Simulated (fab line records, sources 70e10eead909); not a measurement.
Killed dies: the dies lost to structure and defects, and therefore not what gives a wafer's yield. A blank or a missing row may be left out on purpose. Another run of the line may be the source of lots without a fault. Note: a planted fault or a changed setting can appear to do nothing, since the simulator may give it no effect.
fab line records	flow nandHarc
record lots=24	wafers=72	lastDay=33
route steps=1302 shown A_SLIT@935 A_CONTACT@986
lots that met no fault: from a run of the same line without faults
startH: hours from the record's opening day to when the first of the lot's shown wafers began	waitH: hours from the lot's prior step to this one	" as in the row above	L1.1+2: one row covering several wafers at once	- value missing, or start not given	* or withheld: withheld	< > ~ a bound
route shown NAME@n: NAME is a module with steps in the file, n the number in the route of the first one	usual: mean/standard deviation taken from wafers without a fault	same: alike in all rows	chamber/n: place in a boat	sites: the reading at each site	_std_site: their standard deviation	_edge_site: inner sites' mean taken away from outer sites' mean	radiusMm: how far each site lies from the wafer's centre	mask NAME#n: copy n	behind: the most recent tool/chamber to have shaped the wafer	hold: why the lot was held/for how many hours/how that ended	device: whichever transistor did not switch (one of n, p or np)	end of line: tests run on the same wafers once the route is complete	step lacking rows: just its recipe	killed: the dies lost at the first sort to structure and to defects; this is not the yield of the wafer	map: the dies of a wafer, with x for killed, . for not killed, _ for no die there
set.NAME: the setting as run; set.NAME@STEP: as run at that earlier step	model.NAME: the simulator's own value behind a step, which no gauge read
route steps across a sampled set of lots; one table per step, one row per wafer
services: the hour from which a tool's chamber was out of use, counted from the record's first day as startH (under 0 if before that day), plus the number of hours and why
## steps
# step NHARC_A_SLIT_INSPECT_11
# usual rawDefectCount=55/32
lot.wafer	tool	chamber	startH	waitH	rawDefectCount
L074.1	defectInspect-02	-	472.71	0.0	51
L074.3	"	-	"	"	56
L074.4	"	-	"	"	50
L077.2	defectInspect-01	-	478.99	0.0	22
L077.5	"	-	"	"	15
L077.6	"	-	"	"	20
L076.2	defectInspect-01	-	480.36	0.0	19
L076.3	"	-	"	"	26
L076.5	"	-	"	"	30
L075.2	defectInspect-01	-	484.08	0.0	86
L075.3	"	-	"	"	110
L075.6	"	-	"	"	111
L079.1	defectInspect-02	-	488.12	0.0	77
L079.5	"	-	"	"	72
L079.6	"	-	"	"	74
L080.1	defectInspect-01	-	509.30	0.0	21
L080.2	"	-	"	"	22
L080.6	"	-	"	"	23
L078.2	defectInspect-01	-	509.45	0.0	113
L078.3	"	-	"	"	111
L078.6	"	-	"	"	94
L082.1	defectInspect-01	-	535.19	0.0	103
L082.3	"	-	"	"	115
L082.6	"	-	"	"	129
L081.1	defectInspect-02	-	540.76	0.0	26
L081.3	"	-	"	"	38
L081.6	"	-	"	"	36
L084.1	defectInspect-01	-	556.25	0.0	22
L084.2	"	-	"	"	24
L084.3	"	-	"	"	18
L083.1	defectInspect-02	-	556.50	0.0	84
L083.5	"	-	"	"	95
L083.6	"	-	"	"	71
L085.1	defectInspect-01	-	567.41	0.0	56
L085.4	"	-	"	"	55
L085.6	"	-	"	"	53
L087.1	defectInspect-01	-	589.14	0.0	22
L087.2	"	-	"	"	21
L087.4	"	-	"	"	24
L086.2	defectInspect-02	-	589.29	0.0	45
L086.4	"	-	"	"	41
L086.5	"	-	"	"	31
L089.1	defectInspect-01	-	605.53	0.0	35
L089.2	"	-	"	"	30
L089.3	"	-	"	"	21
L088.3	defectInspect-01	-	606.75	0.0	88
L088.4	"	-	"	"	79
L088.6	"	-	"	"	82
L090.1	defectInspect-02	-	622.66	0.0	98
L090.5	"	-	"	"	92
L090.6	"	-	"	"	104
L091.2	defectInspect-02	-	640.34	0.1	32
L091.5	"	-	"	"	22
L091.6	"	-	"	"	25
L093.1	defectInspect-02	-	640.86	0.0	27
L093.2	"	-	"	"	16
L093.5	"	-	"	"	24
L094.2	defectInspect-02	-	646.05	0.0	68
L094.3	"	-	"	"	76
L094.5	"	-	"	"	90
L092.2	defectInspect-02	-	649.38	0.0	62
L092.3	"	-	"	"	71
L092.4	"	-	"	"	63
L095.1	defectInspect-02	-	668.28	0.0	44
L095.2	"	-	"	"	51
L095.3	"	-	"	"	38
L097.2	defectInspect-01	-	684.03	0.0	88
L097.4	"	-	"	"	64
L097.6	"	-	"	"	69
L096.1	defectInspect-01	-	684.33	0.0	36
L096.2	"	-	"	"	38
L096.4	"	-	"	"	36
# step NHARC_A_CONTACT_DEP_29
# recipe targetThkA=1000	targetThkNm=100	tempC=400	pressureTorr=3.5	flowSccm=200	rfW=350	material=SiON
# usual heaterPowerW=757/88
lot.wafer	tool	chamber	startH	waitH	heaterPowerW
L074.3	pecvd-03	0	509.95	2.2	712
L074.1	"	1	"	"	789
L074.4	"	2	"	"	687
L077.2	pecvd-01	1	521.55	2.9	820
L077.5	"	0	"	"	846
L077.6	"	1	"	"	827
L076.2	pecvd-01	0	525.29	2.9	873
L076.3	"	1	"	"	810
L076.5	"	2	"	"	587
L075.3	pecvd-03	0	525.64	2.1	827
L075.2	"	2	"	"	651
L075.6	"	1	"	"	814
L079.1	pecvd-03	1	534.97	3.5	698
L079.6	"	1	"	"	702
L079.5	"	2	"	"	641
L078.3	pecvd-01	1	549.98	2.1	783
L078.2	"	2	"	"	664
L078.6	"	2	"	"	664
L080.2	pecvd-02	2	550.15	3.0	771
L080.1	"	0	"	"	794
L080.6	"	0	"	"	777
L082.1	pecvd-01	0	574.66	3.5	872
L082.3	"	1	"	"	902
L082.6	"	0	"	"	894
L081.3	pecvd-02	0	579.35	2.1	808
L081.1	"	1	"	"	691
L081.6	"	2	"	"	763
L084.2	pecvd-01	2	595.25	2.9	640
L084.3	"	0	"	"	747
L084.1	"	1	"	"	857
L083.1	pecvd-03	0	595.30	3.6	713
L083.5	"	1	"	"	790
L083.6	"	2	"	"	676
L085.1	pecvd-01	0	610.94	3.5	884
L085.6	"	2	"	"	685
L085.4	"	1	"	"	830
L086.2	pecvd-01	0	628.09	2.9	807
L086.5	"	0	"	"	829
L086.4	"	2	"	"	676
L087.2	pecvd-03	0	635.15	2.9	682
L087.1	"	1	"	"	819
L087.4	"	2	"	"	696
L089.1	pecvd-01	0	644.82	3.5	868
L089.3	"	1	"	"	919
L089.2	"	2	"	"	719
L088.3	pecvd-01	2	645.45	2.2	709
L088.4	"	0	"	"	752
L088.6	"	1	"	"	843
L090.1	pecvd-01	0	662.21	3.6	855
L090.5	"	2	"	"	715
L090.6	"	1	"	"	909
L093.1	pecvd-01	1	677.89	3.5	892
L093.2	"	0	"	"	707
L093.5	"	2	"	"	699
L091.2	pecvd-01	2	678.77	2.9	687
L091.6	"	0	"	"	778
L091.5	"	1	"	"	896
L092.3	pecvd-02	2	687.46	2.2	804
L092.2	"	0	"	"	826
L092.4	"	2	"	"	799
L094.2	pecvd-03	0	687.81	2.9	684
L094.3	"	2	"	"	646
L094.5	"	2	"	"	648
L095.1	pecvd-02	1	705.49	3.6	613
L095.2	"	2	"	"	792
L095.3	"	0	"	"	723
L096.2	pecvd-02	0	722.79	2.9	741
L096.1	"	1	"	"	644
L096.4	"	2	"	"	810
L097.2	pecvd-03	1	727.09	2.9	837
L097.4	"	2	"	"	668
L097.6	"	0	"	"	770
# step NHARC_A_CONTACT_DESCUM_47
# recipe timeS=3	o2FlowSccm=200	arFlowSccm=0	biasPowerW=0	chemistry=O2
# usual drypumpMotorCurrentA=5.8/0.36	oesProductAu=0.999/0.01	rfVppV=57.5/0.86	showerheadPlenumPTorr=1.88/0.087	throttleValvePct=11.311/0.0089
lot.wafer	tool	chamber	startH	waitH	drypumpMotorCurrentA	oesProductAu	rfHoursCounterH	rfVppV	showerheadPlenumPTorr	throttleValvePct
L074.3	rieDiel-08	0	510.83	0.1	5.3	1.001	48	55.8	1.78	11.311
L074.4	"	1	"	"	5.8	0.992	48	57.8	1.91	11.313
L074.1	"	3	"	"	5.9	0.987	45	58.2	1.87	11.320
L077.2	rieDiel-04	2	522.40	0.1	6.2	0.994	65	57.6	1.83	11.323
L077.6	"	2	"	"	6.1	0.988	-	58.2	1.83	11.317
L077.5	"	3	"	"	5.4	1.004	-	58.5	1.94	11.309
L076.2	rieDiel-08	0	526.18	0.1	5.3	1.016	55	56.1	1.78	11.308
L076.3	"	2	"	"	5.9	0.998	51	56.7	1.86	11.316
L076.5	"	3	"	"	5.9	1.004	-	58.5	1.86	11.311
L075.2	rieDiel-04	3	526.55	0.1	5.4	1.014	67	58.3	1.94	11.300
L075.3	"	0	"	"	5.1	1.020	69	59.2	2.02	11.323
L075.6	"	3	"	"	5.4	1.014	-	57.8	1.94	11.300
L079.1	rieDiel-08	3	535.88	0.1	5.9	0.992	59	57.3	1.86	11.311
L079.5	"	2	"	"	5.9	0.991	-	58.1	1.86	11.315
L079.6	"	3	"	"	5.9	0.991	-	56.6	1.86	11.316
L078.3	rieDiel-13	1	550.86	0.1	6.2	1.007	8	57.0	1.81	11.305
L078.2	"	2	"	"	6.3	0.991	7	57.9	1.80	11.304
L078.6	"	2	"	"	6.3	0.983	-	57.2	1.81	11.299
L080.2	rieDiel-13	3	551.03	0.1	5.8	0.991	6	56.9	1.89	11.306
L080.1	"	1	"	"	6.2	1.015	8	56.9	1.81	11.315
L080.6	"	3	"	"	5.8	0.998	-	58.2	1.89	11.312
L082.3	rieDiel-13	3	575.57	0.1	5.8	1.001	10	58.5	1.89	11.310
L082.1	"	1	"	"	6.2	1.021	13	58.5	1.81	11.307
L082.6	"	3	"	"	5.8	0.992	-	58.4	1.89	11.328
L081.3	rieDiel-08	1	580.22	0.1	5.8	0.998	11	57.2	1.91	11.317
L081.1	"	0	"	"	5.3	1.000	11	57.2	1.77	11.306
L081.6	"	1	"	"	5.9	0.999	-	56.8	1.91	11.304
L084.2	rieDiel-08	1	596.16	0.1	5.8	0.997	20	57.7	1.90	11.311
L084.1	"	3	"	"	5.8	0.987	11	57.8	1.86	11.317
L084.3	"	0	"	"	5.3	0.994	20	57.7	1.77	11.304
L083.1	rieDiel-13	3	596.32	0.1	5.8	1.000	13	57.4	1.89	11.292
L083.5	"	2	"	"	6.2	0.995	-	57.7	1.80	11.311
L083.6	"	3	"	"	5.7	1.005	-	57.1	1.89	11.314
L085.4	rieDiel-13	3	611.83	0.1	5.8	0.994	16	58.8	1.89	11.317
L085.1	"	1	"	"	6.2	1.010	20	55.7	1.81	11.309
L085.6	"	2	"	"	6.3	0.994	-	58.0	1.80	11.318
L086.2	rieDiel-13	2	628.87	0.1	6.3	0.989	21	58.2	1.80	11.307
L086.4	"	3	"	"	5.7	0.998	19	57.8	1.89	11.299
L086.5	"	2	"	"	6.3	0.983	-	57.1	1.80	11.320
L087.1	rieDiel-04	0	636.06	0.1	5.1	1.007	35	57.2	2.00	11.313
L087.2	"	1	"	"	5.5	1.011	34	57.2	1.84	11.321
L087.4	"	3	"	"	5.5	1.006	29	58.1	1.93	11.312
L089.2	rieDiel-13	1	645.74	0.1	6.2	1.007	25	57.8	1.81	11.320
L089.1	"	2	"	"	6.3	0.990	23	57.3	1.80	11.302
L089.3	"	3	"	"	5.8	0.994	21	57.7	1.89	11.296
L088.3	rieDiel-13	2	646.29	0.1	6.3	0.991	23	57.5	1.80	11.316
L088.4	"	3	"	"	5.8	1.003	21	56.0	1.89	11.318
L088.6	"	3	"	"	5.8	1.003	-	56.4	1.89	11.325
L090.1	rieDiel-08	3	663.20	0.2	5.9	1.002	35	57.2	1.85	11.315
L090.6	"	3	"	"	5.8	0.995	-	57.6	1.85	11.295
L090.5	"	0	"	"	5.3	1.001	-	57.0	1.77	11.318
L093.1	rieDiel-13	0	678.79	0.1	5.4	1.006	31	59.8	2.07	11.313
L093.2	"	3	"	"	5.8	0.992	27	56.6	1.89	11.316
L093.5	"	1	"	"	6.2	1.008	-	58.2	1.81	11.307
L091.2	rieDiel-04	0	679.64	0.1	5.1	1.011	49	57.6	2.00	11.317
L091.5	"	1	"	"	5.5	1.023	-	58.0	1.84	11.300
L091.6	"	2	"	"	6.2	1.004	-	56.5	1.82	11.311
L092.3	rieDiel-13	0	688.34	0.1	5.4	1.003	32	57.3	2.07	11.309
L092.2	"	1	"	"	6.2	1.010	32	56.3	1.81	11.315
L092.4	"	2	"	"	6.2	0.985	30	57.8	1.80	11.311
L094.3	rieDiel-13	3	688.74	0.1	5.8	1.002	29	57.9	1.89	11.312
L094.2	"	1	"	"	6.1	1.017	32	58.2	1.81	11.305
L094.5	"	3	"	"	5.8	1.011	-	58.0	1.89	11.315
L095.1	rieDiel-08	1	706.41	0.1	5.8	1.007	56	59.0	1.89	11.303
L095.2	"	2	"	"	5.9	1.007	39	58.5	1.84	11.310
L095.3	"	0	"	"	5.3	1.013	55	57.5	1.76	11.314
L096.2	rieDiel-13	2	723.69	0.1	6.3	0.970	2	57.2	1.80	11.318
L096.4	"	0	"	"	5.4	1.002	2	57.8	2.06	11.322
L096.1	"	1	"	"	6.1	0.988	2	56.4	1.80	11.301
L097.4	rieDiel-04	3	727.94	0.1	5.4	0.998	4	56.9	1.92	11.303
L097.2	"	2	"	"	6.1	1.012	4	58.0	1.81	11.322
L097.6	"	3	"	"	5.4	1.006	-	58.1	1.92	11.320
# step NHARC_A_CONTACT_ETCH_48
# recipe targetDepthA=390	overEtchFrac=0.3	timeS=65	ionEnergyEv=80	cf4FlowSccm=150	arFlowSccm=0	rfW=300	biasW=100	chemistry=CF4
# usual drypumpMotorCurrentA=5.8/0.36	oesProductAu=1.000/0.01	rfVppV=150.9/1.2	showerheadPlenumPTorr=1.74/0.076	throttleValvePct=13.283/0.0083
lot.wafer	tool	chamber	startH	waitH	drypumpMotorCurrentA	oesProductAu	rfHoursCounterH	rfVppV	showerheadPlenumPTorr	throttleValvePct
L074.1	rieDiel-08	3	510.91	0.1	5.8	0.994	45	149.6	1.73	13.280
L074.4	"	0	"	"	5.2	1.018	48	148.9	1.66	13.294
L074.3	"	1	"	"	5.8	1.019	48	150.9	1.77	13.287
L077.2	rieDiel-04	3	522.51	0.1	5.4	1.007	65	151.5	1.79	13.291
L077.6	"	0	"	"	5.1	1.017	-	152.7	1.86	13.299
L077.5	"	1	"	"	5.5	1.016	-	150.2	1.72	13.280
L076.2	rieDiel-08	3	526.26	0.1	5.8	0.983	52	150.6	1.73	13.286
L076.3	"	1	"	"	5.8	0.993	54	150.9	1.77	13.286
L076.5	"	3	"	"	5.9	0.991	-	150.6	1.73	13.276
L075.3	rieDiel-04	2	526.63	0.1	6.1	0.988	67	150.2	1.70	13.282
L075.2	"	1	"	"	5.5	1.013	69	150.5	1.72	13.281
L075.6	"	3	"	"	5.4	1.005	-	150.7	1.79	13.283
L079.1	rieDiel-08	3	535.98	0.1	5.9	0.995	59	151.6	1.72	13.276
L079.5	"	0	"	"	5.3	0.995	-	150.3	1.65	13.266
L079.6	"	1	"	"	5.8	0.990	-	151.0	1.77	13.293
L078.3	rieDiel-13	2	550.95	0.1	6.3	1.003	7	149.4	1.68	13.284
L078.2	"	1	"	"	6.2	1.026	8	150.7	1.68	13.271
L078.6	"	3	"	"	5.8	0.997	-	151.9	1.75	13.276
L080.1	rieDiel-13	3	551.28	0.2	5.8	0.996	6	151.0	1.75	13.285
L080.2	"	2	"	"	6.2	0.988	7	150.6	1.68	13.280
L080.6	"	3	"	"	5.8	0.999	-	152.2	1.75	13.282
L082.1	rieDiel-13	3	575.66	0.1	5.8	0.990	10	151.9	1.75	13.291
L082.3	"	1	"	"	6.2	1.015	13	150.8	1.68	13.285
L082.6	"	3	"	"	5.8	0.994	-	150.4	1.75	13.288
L081.3	rieDiel-08	3	580.32	0.1	5.8	0.993	1	151.6	1.72	13.290
L081.1	"	0	"	"	5.3	1.007	11	148.9	1.65	13.281
L081.6	"	0	"	"	5.3	1.005	-	149.6	1.65	13.265
L084.3	rieDiel-08	1	596.26	0.1	5.8	0.992	20	151.2	1.76	13.299
L084.1	"	3	"	"	5.8	1.005	11	151.3	1.72	13.283
L084.2	"	0	"	"	5.2	1.012	20	148.6	1.65	13.282
L083.1	rieDiel-13	2	596.40	0.1	6.3	0.990	15	149.0	1.67	13.280
L083.6	"	2	"	"	6.3	0.986	-	150.2	1.67	13.274
L083.5	"	3	"	"	5.7	0.987	-	150.0	1.75	13.280
L085.4	rieDiel-13	3	611.92	0.1	5.8	0.996	16	149.7	1.75	13.276
L085.1	"	0	"	"	5.4	0.989	19	153.0	1.90	13.278
L085.6	"	1	"	"	6.2	1.007	-	151.1	1.68	13.282
L086.4	rieDiel-13	0	628.97	0.1	5.4	0.989	22	152.6	1.90	13.291
L086.2	"	1	"	"	6.2	1.004	22	150.6	1.68	13.294
L086.5	"	2	"	"	6.2	0.993	-	148.7	1.67	13.276
L087.1	rieDiel-04	3	636.14	0.1	5.5	1.000	29	150.7	1.78	13.295
L087.4	"	1	"	"	5.5	1.018	34	149.5	1.71	13.279
L087.2	"	2	"	"	6.1	1.003	33	150.0	1.69	13.273
L089.3	rieDiel-13	2	645.81	0.1	6.3	0.994	23	148.5	1.67	13.273
L089.2	"	0	"	"	5.4	0.993	24	152.8	1.90	13.284
L089.1	"	1	"	"	6.2	1.002	25	150.4	1.68	13.280
L088.4	rieDiel-13	1	647.11	0.8	6.2	1.003	25	150.4	1.68	13.280
L088.3	"	2	"	"	6.3	0.993	24	150.3	1.67	13.273
L088.6	"	2	"	"	6.3	0.990	-	149.4	1.67	13.276
L090.1	rieDiel-08	3	663.29	0.1	5.8	0.996	35	149.2	1.71	13.274
L090.5	"	3	"	"	5.8	1.003	-	150.0	1.71	13.266
L090.6	"	0	"	"	5.3	1.010	-	150.0	1.64	13.284
L093.2	rieDiel-13	1	678.88	0.1	6.1	1.001	31	149.6	1.68	13.272
L093.1	"	3	"	"	5.8	0.988	27	151.9	1.75	13.272
L093.5	"	1	"	"	6.2	1.017	-	149.6	1.68	13.276
L091.2	rieDiel-04	0	679.71	0.1	5.1	1.019	49	153.4	1.84	13.283
L091.6	"	2	"	"	6.1	0.998	-	149.8	1.69	13.280
L091.5	"	3	"	"	5.4	1.005	-	150.5	1.78	13.292
L092.2	rieDiel-13	2	688.43	0.1	6.3	0.987	30	150.7	1.67	13.282
L092.3	"	3	"	"	5.8	0.996	29	151.9	1.75	13.289
L092.4	"	1	"	"	6.2	1.019	32	151.1	1.68	13.288
L094.3	rieDiel-13	0	688.81	0.1	5.4	1.003	32	154.2	1.90	13.279
L094.2	"	3	"	"	5.8	0.998	29	151.4	1.75	13.283
L094.5	"	1	"	"	6.1	1.019	-	151.1	1.68	13.275
L095.3	rieDiel-08	0	706.49	0.1	5.3	1.009	55	149.7	1.64	13.268
L095.2	"	1	"	"	5.8	1.018	56	151.9	1.75	13.270
L095.1	"	2	"	"	5.9	1.004	39	152.3	1.71	13.282
L096.2	rieDiel-13	0	723.79	0.1	5.4	1.001	2	153.0	1.90	13.279
L096.1	"	1	"	"	6.2	0.995	2	152.5	1.68	13.294
L096.4	"	2	"	"	6.3	0.976	2	149.5	1.67	13.285
L097.2	rieDiel-04	2	728.02	0.1	6.1	0.989	4	150.1	1.68	13.282
L097.4	"	1	"	"	5.5	1.014	4	150.8	1.70	13.289
L097.6	"	2	"	"	6.1	0.999	-	150.3	1.68	13.292
# step NHARC_A_CONTACT_ETCH_118
# recipe sourceW=withheld	pressureMtorr=20	biasV=3000	timeS=190	targetDepthA=18500	arFlowSccm=withheld	c4f8FlowSccm=withheld	o2FlowSccm=withheld	chemistry=C4F8/O2/Ar
lot.wafer	tool	chamber	startH	waitH	rfHoursCounterH
L074.1	harCapEtch-02	1	513.87	0.1	78
L074.3	"	1	"	"	-
L074.4	"	0	"	"	-
L077.2	harCapEtch-01	0	525.48	0.1	3
L077.5	"	1	"	"	-
L077.6	"	0	"	"	-
L076.2	harCapEtch-02	1	529.24	0.1	84
L076.3	"	0	"	"	-
L076.5	"	0	"	"	-
L075.2	harCapEtch-01	1	530.01	0.1	6
L075.3	"	0	"	"	-
L075.6	"	0	"	"	-
L079.1	harCapEtch-02	0	538.93	0.1	88
L079.6	"	0	"	"	-
L079.5	"	1	"	"	-
L078.2	harCapEtch-01	0	554.11	0.1	13
L078.3	"	1	"	"	-
L078.6	"	1	"	"	-
L080.2	harCapEtch-02	0	555.48	0.1	94
L080.1	"	1	"	"	94
L080.6	"	1	"	"	-
L082.1	harCapEtch-02	0	578.61	0.1	97
L082.3	"	1	"	"	-
L082.6	"	0	"	"	-
L081.1	harCapEtch-01	0	583.63	0.1	20
L081.3	"	0	"	"	-
L081.6	"	1	"	"	-
L083.1	harCapEtch-02	0	599.35	0.1	101
L083.6	"	0	"	"	-
L083.5	"	1	"	"	-
L084.1	harCapEtch-03	1	599.59	0.1	63
L084.2	"	0	"	"	63
L084.3	"	0	"	"	-
L085.1	harCapEtch-01	1	614.89	0.1	25
L085.4	"	0	"	"	-
L085.6	"	1	"	"	-
L086.2	harCapEtch-02	1	631.92	0.1	107
L086.4	"	1	"	"	-
L086.5	"	0	"	"	-
L087.2	harCapEtch-01	1	639.54	0.1	29
L087.1	"	0	"	"	29
L087.4	"	1	"	"	-
L089.1	harCapEtch-03	1	648.77	0.1	70
L089.2	"	0	"	"	70
L089.3	"	1	"	"	-
L088.4	harCapEtch-01	0	650.14	0.1	-
L088.3	"	1	"	"	-
L088.6	"	1	"	"	-
L090.1	harCapEtch-01	0	666.35	0.1	35
L090.5	"	0	"	"	-
L090.6	"	1	"	"	-
L093.1	harCapEtch-01	0	681.89	0.1	37
L093.2	"	1	"	"	37
L093.5	"	0	"	"	-
L091.2	harCapEtch-03	0	683.08	0.2	76
L091.6	"	0	"	"	-
L091.5	"	1	"	"	-
L092.2	harCapEtch-01	0	691.54	0.1	40
L092.3	"	0	"	"	-
L092.4	"	1	"	"	-
L094.2	harCapEtch-03	0	692.41	0.1	78
L094.3	"	1	"	"	-
L094.5	"	1	"	"	-
L095.1	harCapEtch-02	0	709.45	0.1	122
L095.2	"	1	"	"	122
L095.3	"	0	"	"	-
L096.1	harCapEtch-02	1	726.74	0.1	125
L096.2	"	0	"	"	125
L096.4	"	0	"	"	-
L097.2	harCapEtch-01	1	731.41	0.2	48
L097.4	"	1	"	"	-
L097.6	"	1	"	"	-
# step NHARC_A_CONTACT_ETCH_96
# recipe targetDepthA=200	overEtchFrac=0.5	timeS=10	ionEnergyEv=250	c4f6FlowSccm=25	o2FlowSccm=20	arFlowSccm=500	rfW=600	biasW=500	chemistry=C4F6/O2
# usual drypumpMotorCurrentA=5.8/0.37	oesProductAu=0.963/0.027	rfVppV=546/3.7	showerheadPlenumPTorr=3.86/0.18	throttleValvePct=26.903/0.0078
lot.wafer	tool	chamber	startH	waitH	drypumpMotorCurrentA	oesProductAu	rfHoursCounterH	rfVppV	showerheadPlenumPTorr	throttleValvePct
L074.3	rieDiel-04	2	-	-	6.1	0.964	62	544	3.78	26.896
L074.1	"	0	"	"	5.2	0.972	64	552	4.12	26.908
L074.4	"	1	"	"	5.5	0.979	64	545	3.82	26.897
L077.2	rieDiel-04	1	-	-	5.5	0.995	70	543	3.82	26.896
L077.5	"	0	"	"	5.1	0.984	-	552	4.12	26.900
L077.6	"	1	"	"	5.5	0.985	-	544	3.82	26.900
L075.2	rieDiel-13	0	-	-	5.4	0.987	1	554	4.23	26.897
L075.3	"	1	"	"	6.2	1.013	1	543	3.74	26.901
L075.6	"	1	"	"	6.2	1.007	-	543	3.74	26.899
L076.3	rieDiel-08	0	-	-	5.3	0.974	60	541	3.67	26.895
L076.2	"	1	"	"	5.8	0.959	57	545	3.92	26.905
L076.5	"	0	"	"	5.3	0.979	-	542	3.67	26.902
L079.1	rieDiel-13	0	-	-	5.4	1.004	5	552	4.22	26.904
L079.5	"	3	"	"	5.8	1.001	-	547	3.89	26.900
L079.6	"	0	"	"	5.4	1.005	-	552	4.22	26.902
L078.2	rieDiel-13	3	-	-	5.8	0.945	8	546	3.89	26.890
L078.3	"	0	"	"	5.4	0.930	9	553	4.22	26.896
L078.6	"	3	"	"	5.8	0.939	-	547	3.89	26.900
L080.2	rieDiel-08	0	557.49	0.1	5.3	1.008	1	543	3.67	26.898
L080.1	"	1	"	"	5.8	1.005	1	546	3.92	26.916
L080.6	"	1	"	"	5.8	1.000	-	547	3.92	26.914
L082.1	rieDiel-13	2	-	-	6.3	0.955	13	543	3.72	26.915
L082.3	"	3	"	"	5.8	0.957	11	546	3.89	26.908
L082.6	"	2	"	"	6.3	0.949	-	542	3.72	26.898
L081.3	rieDiel-13	1	-	-	6.2	0.999	15	542	3.73	26.900
L081.1	"	3	"	"	5.8	0.987	11	545	3.88	26.902
L081.6	"	0	"	"	5.4	0.971	-	551	4.22	26.917
L083.1	rieDiel-13	2	-	-	6.3	0.926	17	542	3.72	26.900
L083.5	"	2	"	"	6.3	0.918	-	543	3.72	26.901
L083.6	"	3	"	"	5.8	0.933	-	546	3.88	26.894
L084.3	rieDiel-13	0	-	-	5.4	0.932	18	553	4.22	26.897
L084.2	"	1	"	"	6.2	0.935	18	545	3.73	26.916
L084.1	"	2	"	"	6.3	0.927	17	543	3.72	26.906
L085.1	rieDiel-13	0	-	-	5.4	0.971	20	554	4.21	26.906
L085.4	"	1	"	"	6.2	0.955	21	543	3.73	26.899
L085.6	"	3	"	"	5.7	0.965	-	547	3.88	26.909
L086.4	rieDiel-13	2	-	-	6.3	0.939	22	544	3.71	26.905
L086.2	"	0	"	"	5.4	0.926	23	554	4.21	26.906
L086.5	"	2	"	"	6.3	0.935	-	543	3.71	26.907
L087.4	rieDiel-13	0	-	-	5.4	0.993	24	553	4.21	26.899
L087.1	"	1	"	"	6.2	1.011	24	542	3.73	26.891
L087.2	"	2	"	"	6.3	0.994	22	543	3.71	26.888
L089.2	rieDiel-08	0	-	-	5.3	0.950	38	542	3.65	26.898
L089.3	"	2	"	"	5.9	1.010	19	545	3.81	26.901
L089.1	"	3	"	"	5.8	0.969	30	544	3.81	26.910
L088.4	rieDiel-04	0	-	-	5.2	0.967	41	550	4.09	26.909
L088.3	"	2	"	"	6.1	0.937	38	543	3.75	26.924
L088.6	"	0	"	"	5.1	0.951	-	550	4.09	26.901
L090.1	rieDiel-08	3	-	-	5.8	0.956	38	545	3.80	26.905
L090.5	"	1	"	"	5.9	0.938	-	547	3.89	26.919
L090.6	"	2	"	"	5.9	0.947	-	545	3.80	26.899
L093.2	rieDiel-13	1	-	-	6.2	0.963	32	542	3.72	26.912
L093.1	"	3	"	"	5.8	0.960	29	546	3.87	26.904
L093.5	"	1	"	"	6.2	0.964	-	543	3.72	26.906
L091.2	rieDiel-13	0	-	-	5.4	1.000	32	553	4.21	26.913
L091.5	"	1	"	"	6.2	1.022	-	543	3.72	26.910
L091.6	"	2	"	"	6.3	0.983	-	543	3.71	26.895
L092.4	rieDiel-13	2	-	-	6.3	0.927	33	543	3.71	26.916
L092.2	"	3	"	"	5.7	0.933	32	545	3.87	26.908
L092.3	"	0	"	"	5.4	0.952	35	552	4.20	26.897
L094.3	rieDiel-13	2	-	-	6.2	0.927	33	542	3.71	26.902
L094.2	"	3	"	"	5.8	0.955	32	544	3.87	26.897
L094.5	"	1	"	"	6.2	0.951	-	542	3.72	26.900
L095.2	rieDiel-08	0	-	-	5.3	0.983	57	542	3.64	26.902
L095.3	"	1	"	"	5.8	0.963	58	547	3.88	26.902
L095.1	"	2	"	"	5.9	0.949	42	543	3.79	26.910
L096.1	rieDiel-13	3	-	-	5.8	0.932	3	546	3.87	26.911
L096.2	"	0	"	"	5.4	0.951	3	552	4.20	26.899
L096.4	"	1	"	"	6.2	0.954	3	542	3.72	26.896
L097.4	rieDiel-13	1	-	-	6.2	0.939	3	541	3.72	26.895
L097.2	"	0	"	"	5.4	0.943	3	551	4.20	26.910
L097.6	"	1	"	"	6.2	0.932	-	543	3.72	26.902
## services
tool	chamber	startH	hours	kind
harCapEtch-01	-	497.00	17.0	pm
pecvd-03	-	497.69	1.1	repair
rieDiel-13	0	498.28	-	clean
rieDiel-13	1	498.28	-	clean
rieDiel-13	2	498.28	-	clean
pecvd-01	-	504.31	13.0	pm
pecvd-03	0	512.03	3.9	repair
pecvd-02	2	518.55	3.7	repair
rieDiel-13	-	519.29	9.0	pm
rieDiel-04	-	532.03	9.0	pm
rieDiel-08	3	538.83	31.0	repair
rieDiel-08	-	545.11	9.0	pm
pecvd-03	-	547.00	13.0	pm
rieDiel-04	-	557.25	0.3	repair
rieDiel-08	2	560.10	45.4	repair
pecvd-02	-	589.19	13.0	pm
rieDiel-04	2	613.68	4.1	repair
rieDiel-13	1	618.92	4.5	repair
pecvd-02	0	622.36	28.2	repair
rieDiel-08	1	681.62	4.2	repair
pecvd-01	-	685.31	13.0	pm
rieDiel-13	-	696.40	9.0	pm
rieDiel-08	-	722.91	9.0	pm
pecvd-03	-	728.00	13.0	pm
## key
fault none
